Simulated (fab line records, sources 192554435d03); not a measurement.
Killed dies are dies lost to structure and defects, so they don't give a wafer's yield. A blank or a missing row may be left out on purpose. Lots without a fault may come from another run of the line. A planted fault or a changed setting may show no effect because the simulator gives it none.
Split-lot experiment | flow n5_finfet | 7 lots, 21 wafers read, on a route of 1938 steps

THE SPLIT
At N5_PASSIVATION_EXPOSE_41 (exposes mask PASS OPEN, defocus 0 nm, target cd 40000 nm), the setting dose_mj was moved away from the recipe's 57.25 on 12 of the 21 wafers read, by -6.9% to +5.7%. The other wafers ran this setting at the recipe's value.

FROM THE SPLIT TO THE READING: what the file shows between them, 3 steps
- N5_PASSIVATION_PEB_42
- N5_PASSIVATION_DEVELOP_43: develop time 60 s
- N5_PASSIVATION_HARDBAKE_45: time 120 s

THE READING
cd_nm, in nm, at N5_PASSIVATION_CD_MEAS_44 (target cd 40000 nm). Fault-free wafers of this fab line usually give 40001 nm, standard deviation 5.1 nm.

wafer  | tool, chamber at the split | dose_mj as run | against the recipe | cd_nm, nm | against lot-mates on the recipe
L078.1 | krf_scanner-01, 0          | 57.25          | recipe             | 39991     | -
L078.4 | krf_scanner-01, 0          | 57.25          | recipe             | 40006     | -
L078.5 | krf_scanner-01, 0          | 57.25          | recipe             | 39992     | -
L079.1 | krf_scanner-01, 0          | 60.49          | +5.7%              | 40025     | +22
L079.4 | krf_scanner-01, 0          | 57.25          | recipe             | 40003     | -
L079.6 | krf_scanner-01, 0          | 60.49          | +5.7%              | 40017     | +14
L082.2 | krf_scanner-02, 0          | 57.25          | recipe             | 39998     | -
L082.5 | krf_scanner-02, 0          | 53.72          | -6.2%              | 39972     | -26
L082.6 | krf_scanner-02, 0          | 53.72          | -6.2%              | 39966     | -32
L084.3 | krf_scanner-02, 0          | 55.61          | -2.9%              | 39994     | no lot-mate on the recipe
L084.4 | krf_scanner-02, 0          | 55.61          | -2.9%              | 39996     | no lot-mate on the recipe
L084.5 | krf_scanner-02, 0          | 55.61          | -2.9%              | 39997     | no lot-mate on the recipe
L089.2 | krf_scanner-01, 0          | 57.25          | recipe             | 39997     | -
L089.5 | krf_scanner-01, 0          | 57.25          | recipe             | 40002     | -
L089.6 | krf_scanner-01, 0          | 57.25          | recipe             | 40009     | -
L088.3 | krf_scanner-01, 0          | 53.29          | -6.9%              | 39972     | -28
L088.5 | krf_scanner-01, 0          | 53.29          | -6.9%              | 39973     | -27
L088.6 | krf_scanner-01, 0          | 57.25          | recipe             | 40000     | -
L090.1 | krf_scanner-02, 0          | 53.6           | -6.4%              | 39979     | no lot-mate on the recipe
L090.3 | krf_scanner-02, 0          | 53.6           | -6.4%              | 39988     | no lot-mate on the recipe
L090.4 | krf_scanner-02, 0          | 53.6           | -6.4%              | 39989     | no lot-mate on the recipe

THE FIT
A straight line over all 21 wafers: cd_nm changes by +3.53 nm for each +1% of dose_mj; r = +0.90; the points scatter about the line by 6.8 nm.
The same after taking each lot's own level away (the mean of its wafers on the recipe; 15 wafers): +3.92 nm for each +1%; r = +0.96; scatter 5 nm.
On that fit, the largest move of dose_mj shifts the reading by 27 nm.
The lots' own levels span 39996.3 to 40003.0 nm, that is 1.3 times the standard deviation above.
So the lot-to-lot level changes the slope little: the two slopes agree.
Check: with one of the wafers moved furthest among these (-6.9%) left out of the fit, the line predicts -28.4 nm for it against its lot-mates. It came out at -28 nm against them.

OTHER SPLITS ON THESE WAFERS
These wafers also went through other splits before the reading. Each is held against what the fit with the lots' levels taken away leaves over:
other split on the same wafers   | wafers away from the commonest value | r with cd_nm (lot level and that fit taken away)
N5_BEOL_M13_SPUTTER_43 power_w   | 6                                    | -0.10
N5_BEOL_M14_SPUTTER_44 time_s    | 5                                    | +0.13
N5_BEOL_M15_COAT_22 spin_rpm     | 8                                    | +0.21
N5_BEOL_M15_PEB_26 peb_time_s    | 6                                    | +0.13
N5_PASSIVATION_EXPOSE_07 dose_mj | 8                                    | -0.09

THE FILE'S OWN FIT
cd_nm changes by +3.95 nm for each +1% of dose_mj, r = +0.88.
